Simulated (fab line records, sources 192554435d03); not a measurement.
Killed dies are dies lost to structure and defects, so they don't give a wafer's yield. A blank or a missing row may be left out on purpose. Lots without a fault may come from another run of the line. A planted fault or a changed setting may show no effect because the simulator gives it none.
fab line records | flow n5_finfet
record lots=5 wafers=15 last_day=15
route steps=1938 shown BEOL_M0_SAQP@640
lots that met no fault: from a run of the same line without faults
start_h: hours from the record's first day to the start of the lot's first wafer shown | wait_h: hours since the lot's step before | " the same as in the row above | L1.1+2: a row that stands for several wafers | - no value, or no start given | * or withheld: withheld | < > ~ a bound
route shown NAME@n: a module of which the file shows steps, and the number in the route of the first | usual: mean/standard deviation of fault-free wafers | same: alike in all rows | chamber/n: place in a boat | sites: the reading at each site | _std_site: their standard deviation | _edge_site: outer sites' mean less inner sites' | radius_mm: how far each site lies from the wafer's centre | mask NAME#n: copy n | behind: the tool/chamber that last shaped the wafer | hold: why the lot was held/for how many hours/how that ended | device: the transistor (n, p or np) that didn't switch | end of line: the same wafers' tests at the end of the route | a step without rows: its recipe alone | killed: dies lost to structure and defects at the first sort, not the wafer's yield | map: a wafer's dies, x killed, . not, _ none there
set.NAME: the setting as run; set.NAME@STEP: as run at that earlier step | model.NAME: the simulator's own value behind a step, which no gauge read
lots at some steps of the route; a table a step, a row a wafer
services: from which hour (start_h, from the record's first day; less than 0 if before it) a tool's chamber was out of use, for how many hours, and why
## steps
# step N5_BEOL_M0_SAQP_HM_DEP_111
# recipe material=SiO2 target_thk_a=120 temp_c=400 precursor=SiH4/N2O pressure_torr=0.75 rf_w=275 time_s=7.2
# usual heater_power_w=786/100 showerhead_plenum_p_Torr=8.12/0.15
# same time_s=7.2
# columns lot.wafer tool chamber start_h wait_h heater_power_w showerhead_plenum_p_Torr
L074.3 pecvd-02 1 106.06 0.0 845 8.13
L074.5 " 1 " " 839 8.15
L074.6 " 0 " " 886 8.08
L078.1 pecvd-04 2 128.94 0.0 754 7.92
L078.4 " 1 " " 813 8.07
L078.6 " 0 " " 717 8.14
L084.1 pecvd-02 2 169.43 0.0 953 8.02
L084.3 " 0 " " 773 8.07
L084.6 " 2 " " 930 8.04
L085.2 pecvd-02 1 177.18 0.0 850 8.17
L085.4 " 0 " " 870 8.07
L085.6 " 2 " " 951 8.04
L087.2 pecvd-02 1 184.31 0.0 848 8.14
L087.3 " 0 " " 887 8.08
L087.6 " 2 " " 859 8.05
# step N5_BEOL_M0_SAQP_COAT_81
# recipe resist=SOC temp_c=250 time_s=60 spin_rpm=1500 resist_thk_nm=100
# same time_s=60
# columns lot.wafer tool chamber start_h wait_h
L074.3+5+6 litho_track-05 0 106.13 0.1
L078.1+4+6 litho_track-02 0 129.01 0.1
L084.1+3+6 litho_track-05 0 169.50 0.1
L085.2+4+6 litho_track-05 0 177.26 0.1
L087.2+3+6 litho_track-05 0 184.39 0.1
# step N5_BEOL_M0_SAQP_COAT_82
# recipe resist=SiARC temp_c=220 time_s=60 spin_rpm=1500 resist_thk_nm=30
# same time_s=60
# columns lot.wafer tool chamber start_h wait_h
L074.3+5+6 litho_track-05 0 - -
L078.1+4+6 litho_track-02 0 - -
L084.1+3+6 litho_track-05 0 - -
L085.2+4+6 litho_track-05 0 - -
L087.2+3+6 litho_track-05 0 - -
# step N5_BEOL_M0_SAQP_COAT_08
# recipe resist=CAR-ArF spin_rpm=1500 resist_thk_nm=90
# columns lot.wafer tool chamber start_h wait_h
L074.3+5+6 litho_track-05 0 - -
L078.1+4+6 litho_track-02 0 - -
L084.1+3+6 litho_track-05 0 - -
L085.2+4+6 litho_track-05 0 - -
L087.2+3+6 litho_track-05 0 - -
# step N5_BEOL_M0_SAQP_EBR_10
# recipe solvent=PGMEA ebr_width_mm=1.5
# columns lot.wafer tool chamber start_h wait_h
L074.3+5+6 litho_track-05 0 - -
L078.1+4+6 litho_track-02 0 - -
L084.1+3+6 litho_track-05 0 - -
L085.2+4+6 litho_track-05 0 - -
L087.2+3+6 litho_track-05 0 - -
# step N5_BEOL_M0_SAQP_SOFTBAKE_09
# recipe temp_c=110 time_s=60 resist=CAR-ArF
# same time_s=60
# columns lot.wafer tool chamber start_h wait_h
L074.3+5+6 litho_track-05 0 - -
L078.1+4+6 litho_track-02 0 - -
L084.1+3+6 litho_track-05 0 - -
L085.2+4+6 litho_track-05 0 - -
L087.2+3+6 litho_track-05 0 - -
# step N5_BEOL_M0_SAQP_EXPOSE_11
# recipe mask_id=M0_CORE na=1.35 source_shape=dipole sigma_inner=0.538 sigma_outer=0.738 polarization=te target_cd_nm=42 dose_mj=55
# usual focus_offset_nm=0.1/0.54
# columns lot.wafer tool chamber start_h wait_h mask focus_offset_nm
L074.3 arfi_scanner-02 0 106.39 - M0_CORE#0 0.1
L074.5 " 0 " " M0_CORE#0 0.2
L074.6 " 0 " " M0_CORE#0 0.2
L078.1 arfi_scanner-01 0 129.25 - M0_CORE#0 0.4
L078.4 " 0 " " M0_CORE#0 -0.1
L078.6 " 0 " " M0_CORE#0 0.6
L084.1 arfi_scanner-01 0 169.62 - M0_CORE#0 0.7
L084.3 " 0 " " M0_CORE#0 -1.1
L084.6 " 0 " " M0_CORE#0 -0.5
L085.2 arfi_scanner-03 0 177.51 - M0_CORE#0 0.0
L085.4 " 0 " " M0_CORE#0 -0.1
L085.6 " 0 " " M0_CORE#0 -0.5
L087.2 arfi_scanner-03 0 184.51 - M0_CORE#0 0.8
L087.3 " 0 " " M0_CORE#0 0.4
L087.6 " 0 " " M0_CORE#0 0.6
# step N5_BEOL_M0_SAQP_PEB_12
# recipe peb_temp_c=withheld peb_time_s=60 resist=CAR-ArF
# columns lot.wafer tool chamber start_h wait_h
L074.3+5+6 litho_track-02 0 106.44 0.0
L078.1+4+6 litho_track-02 0 129.31 0.1
L084.1+3+6 litho_track-05 0 169.68 0.1
L085.2+4+6 litho_track-04 0 177.56 0.0
L087.2+3+6 litho_track-04 0 184.57 0.0
# step N5_BEOL_M0_SAQP_DEVELOP_13
# recipe develop_time_s=30 developer=TMAH resist=CAR-ArF dev_temp_c=23 rinse_liquid=diw dry=air_spin
# columns lot.wafer tool chamber start_h wait_h
L074.3+5+6 litho_track-02 0 - -
L078.1+4+6 litho_track-02 0 - -
L084.1+3+6 litho_track-05 0 - -
L085.2+4+6 litho_track-04 0 - -
L087.2+3+6 litho_track-04 0 - -
# step N5_BEOL_M0_SAQP_CD_MEAS_14
# recipe target_cd_nm=42.5 landing_energy_ev=500 detector=se_inlens
# usual cd_nm=42.4/0.43
# same landing_energy_ev=500
# columns lot.wafer tool chamber start_h wait_h cd_nm
L074.3 cd_sem-03 0 106.51 - 42.0
L074.5 " 0 " " 42.2
L074.6 " 0 " " 42.4
L078.1 cd_sem-02 0 129.38 - 42.0
L078.4 " 0 " " 42.8
L078.6 " 0 " " 41.6
L084.1 cd_sem-03 0 169.75 - 42.6
L084.3 " 0 " " 42.7
L084.6 " 0 " " 42.3
L085.2 cd_sem-02 0 177.63 - 42.6
L085.4 " 0 " " 42.4
L085.6 " 0 " " 42.7
L087.2 cd_sem-03 0 184.63 - 42.6
L087.3 " 0 " " 42.3
L087.6 " 0 " " 42.3
# step N5_BEOL_M0_SAQP_OVL_MEAS_15
# recipe points_per_wafer=44
# usual M0_CORE_OVL=0.1/0.95
# columns lot.wafer tool chamber start_h wait_h M0_CORE_OVL[nm]
L074.3 overlay-02 0 106.53 0.0 0.0
L074.5 " 0 " " -0.4
L074.6 " 0 " " 1.5
L078.1 overlay-01 0 129.41 0.0 -0.1
L078.4 " 0 " " 0.0
L078.6 " 0 " " 0.1
L084.1 overlay-01 0 169.78 0.0 -0.2
L084.3 " 0 " " -0.6
L084.6 " 0 " " 0.5
L085.2 overlay-01 0 177.66 0.0 -1.5
L085.4 " 0 " " -1.0
L085.6 " 0 " " -0.4
L087.2 overlay-01 0 184.66 0.0 -0.8
L087.3 " 0 " " -1.2
L087.6 " 0 " " 0.0
# step N5_BEOL_M0_SAQP_INSPECT_16
# recipe mode=adi inspect_instrument=brightfield
# usual raw_defect_count=456/130
# columns lot.wafer tool chamber start_h wait_h raw_defect_count
L074.3 defect_inspect-02 - 106.56 0.0 412
L074.5 " - " " 425
L074.6 " - " " 411
L078.1 defect_inspect-01 - 129.44 0.0 287
L078.4 " - " " 343
L078.6 " - " " 448
L084.1 defect_inspect-01 - 169.80 0.0 405
L084.3 " - " " 344
L084.6 " - " " 439
L085.2 defect_inspect-02 - 177.68 0.0 548
L085.4 " - " " 536
L085.6 " - " " 443
L087.2 defect_inspect-02 - 184.69 0.0 326
L087.3 " - " " 384
L087.6 " - " " 415
# step N5_BEOL_M0_SAQP_DESCUM_19
# recipe chemistry=O2 time_s=7.9 source_power_w=50 bias_power_w=20 pressure_mtorr=20 rf_frequency_hz=2.712e+07 temp_c=40 resist=CAR-ArF o2_flow_sccm=225
# usual bias_power_w=20.00/0.051 drypump_motor_current_A=5.5/0.42 oes_product_au=0.80/0.071 rf_vpp_V=243.4/1.4 showerhead_plenum_p_Torr=2.10/0.087 temp_c=40.01/0.098 throttle_valve_pct=20.32/0.19
# same time_s=7.9
# columns lot.wafer tool chamber start_h wait_h bias_power_w drypump_motor_current_A oes_product_au rf_hours_counter_h rf_vpp_V showerhead_plenum_p_Torr temp_c throttle_valve_pct
L074.3 rie_diel-06 1 106.59 0.0 20.07 4.7 0.70 207 242.0 2.08 40.13 20.46
L074.5 " 1 " " 20.02 4.7 0.70 - 242.2 2.08 40.26 20.45
L074.6 " 2 " " 19.93 5.4 0.86 - 245.6 2.24 40.04 20.41
L078.1 rie_diel-02 1 129.59 0.2 19.97 6.0 0.80 129 241.0 2.00 39.98 19.94
L078.4 " 3 " " 19.96 5.5 0.74 135 244.2 2.17 40.01 20.29
L078.6 " 3 " " 19.94 5.5 0.75 - 243.6 2.17 40.09 20.29
L084.1 rie_diel-05 1 169.84 0.0 19.99 5.8 0.90 35 245.2 2.15 40.00 20.55
L084.3 " 0 " " 20.06 6.1 0.84 66 244.8 2.12 39.96 20.30
L084.6 " 0 " " 19.94 6.0 0.84 - 243.4 2.12 39.99 20.27
L085.2 rie_diel-06 1 177.71 0.0 19.89 4.7 0.67 232 244.3 2.07 40.05 20.51
L085.4 " 0 " " 19.99 5.7 0.95 14 243.4 2.12 40.02 20.04
L085.6 " 3 " " 19.93 5.9 0.79 - 241.1 1.92 39.99 20.08
L087.2 rie_diel-02 1 184.72 0.0 20.05 6.0 0.79 148 240.2 1.99 39.93 19.98
L087.3 " 0 " " 20.01 5.0 0.75 172 242.4 2.10 39.90 20.49
L087.6 " 2 " " 20.07 5.9 0.72 - 243.5 2.05 40.13 20.48
# step N5_BEOL_M0_SAQP_ETCH_83
# recipe chemistry=CF4 target=SiARC target_depth_a=390 mask_material=CAR-ArF time_s=65 ion_energy_ev=80 pressure_mtorr=40 source_w=545 bias_w=36 Ar_flow_sccm=100 cf4_flow_sccm=100 ends=cleared
# usual drypump_motor_current_A=5.5/0.42 etch_rf_on_time_s=65.0/2 oes_product_au=0.68/0.061 rf_vpp_V=184.2/1.4 showerhead_plenum_p_Torr=2.15/0.074 throttle_valve_pct=15.49/0.14
# columns lot.wafer tool chamber start_h wait_h drypump_motor_current_A etch_rf_on_time_s oes_product_au rf_hours_counter_h rf_vpp_V showerhead_plenum_p_Torr throttle_valve_pct
L074.3 rie_diel-06 1 106.63 0.0 4.7 66.0 0.60 207 184.3 2.13 15.73
L074.5 " 1 " " 4.7 65.5 0.60 - 184.2 2.13 15.74
L074.6 " 2 " " 5.4 60.9 0.74 - 185.8 2.25 15.40
L078.1 rie_diel-02 1 129.63 0.0 6.1 63.7 0.69 129 185.0 2.07 15.33
L078.4 " 3 " " 5.4 66.8 0.64 135 184.1 2.22 15.52
L078.6 " 3 " " 5.4 67.1 0.63 - 185.8 2.22 15.55
L084.1 rie_diel-05 1 169.87 0.0 5.9 65.5 0.76 35 184.9 2.19 15.53
L084.3 " 0 " " 6.0 66.2 0.72 66 184.5 2.16 15.44
L084.6 " 0 " " 6.1 66.1 0.71 - 184.6 2.16 15.44
L085.2 rie_diel-06 1 177.75 0.0 4.7 66.2 0.57 232 183.3 2.12 15.80
L085.4 " 0 " " 5.6 64.4 0.80 14 184.7 2.19 15.32
L085.6 " 3 " " 5.9 63.9 0.68 - 181.6 1.99 15.36
L087.2 rie_diel-02 1 184.75 0.0 6.0 63.3 0.67 148 181.4 2.07 15.40
L087.3 " 0 " " 5.1 66.0 0.63 172 182.1 2.14 15.62
L087.6 " 2 " " 5.9 67.5 0.61 - 183.4 2.10 15.64
# step N5_BEOL_M0_SAQP_ETCH_84
# recipe chemistry=N2/H2 target=SOC target_depth_a=1000 overetch_a=200 mask_material=SiARC temp_c=40 time_s=150 ion_energy_ev=200 pressure_mtorr=30 source_w=840 bias_w=150 n2_flow_sccm=200 h2_flow_sccm=200
# usual drypump_motor_current_A=5.5/0.42 oes_product_au=0.72/0.061 rf_vpp_V=524.2/2.9 showerhead_plenum_p_Torr=2.55/0.11 temp_c=40.00/0.1 throttle_valve_pct=17.73/0.21
# same time_s=150
# columns lot.wafer tool chamber start_h wait_h drypump_motor_current_A oes_product_au rf_hours_counter_h rf_vpp_V showerhead_plenum_p_Torr temp_c throttle_valve_pct
L074.3 rie_diel-06 1 106.68 0.0 4.7 0.62 207 522.6 2.50 40.00 17.74
L074.5 " 1 " " 4.7 0.63 - 521.0 2.50 39.99 17.75
L074.6 " 2 " " 5.4 0.75 - 527.8 2.69 40.04 17.63
L078.1 rie_diel-02 1 129.68 0.0 6.0 0.70 129 522.8 2.43 40.01 17.41
L078.4 " 3 " " 5.5 0.68 135 529.4 2.67 40.19 18.03
L078.6 " 3 " " 5.5 0.68 - 525.3 2.67 40.03 18.03
L084.1 rie_diel-05 1 169.92 0.0 5.8 0.80 36 526.2 2.61 40.10 18.07
L084.3 " 0 " " 6.0 0.75 66 523.5 2.59 40.01 17.71
L084.6 " 0 " " 6.0 0.75 - 525.8 2.59 39.94 17.71
L085.2 rie_diel-06 1 177.80 0.0 4.7 0.61 232 522.9 2.49 39.87 17.79
L085.4 " 0 " " 5.6 0.84 14 526.4 2.60 39.96 17.49
L085.6 " 3 " " 5.9 0.71 - 518.8 2.33 39.94 17.41
L087.2 rie_diel-02 1 184.80 0.0 6.1 0.69 148 520.0 2.42 39.94 17.45
L087.3 " 0 " " 5.1 0.67 172 524.4 2.51 39.92 17.65
L087.6 " 2 " " 5.9 0.65 - 522.8 2.51 39.99 17.93
## services
# columns tool chamber start_h hours kind
arfi_scanner-03 - 85.69 3.1 pm
litho_track-04 - 86.35 - consumable_replace:filter
arfi_scanner-01 - 97.43 17.3 pm
pecvd-04 - 98.89 2.7 repair
arfi_scanner-02 - 107.20 1.0 pm
rie_diel-06 0 110.30 - clean
rie_diel-06 0 110.30 - consumable_replace:focus_ring
rie_diel-06 0 110.30 20.4 scheduled_down
rie_diel-06 0 110.30 20.4 vent_cycle
arfi_scanner-01 - 114.76 1.0 pm
arfi_scanner-01 - 115.76 1.3 pm
arfi_scanner-02 - 120.69 0.8 pm
arfi_scanner-01 - 129.64 1.0 pm
pecvd-02 - 130.66 0.8 repair
arfi_scanner-03 - 130.76 1.3 pm
rie_diel-02 3 135.96 8.7 repair
arfi_scanner-03 - 136.59 1.0 pm
arfi_scanner-02 - 138.47 0.9 repair
arfi_scanner-01 - 139.69 0.6 repair
arfi_scanner-03 - 149.40 0.7 repair
arfi_scanner-02 - 150.75 3.1 pm
arfi_scanner-01 - 162.20 2.7 repair
arfi_scanner-02 - 166.93 1.3 pm
arfi_scanner-01 - 183.94 0.8 pm
## key
fault none
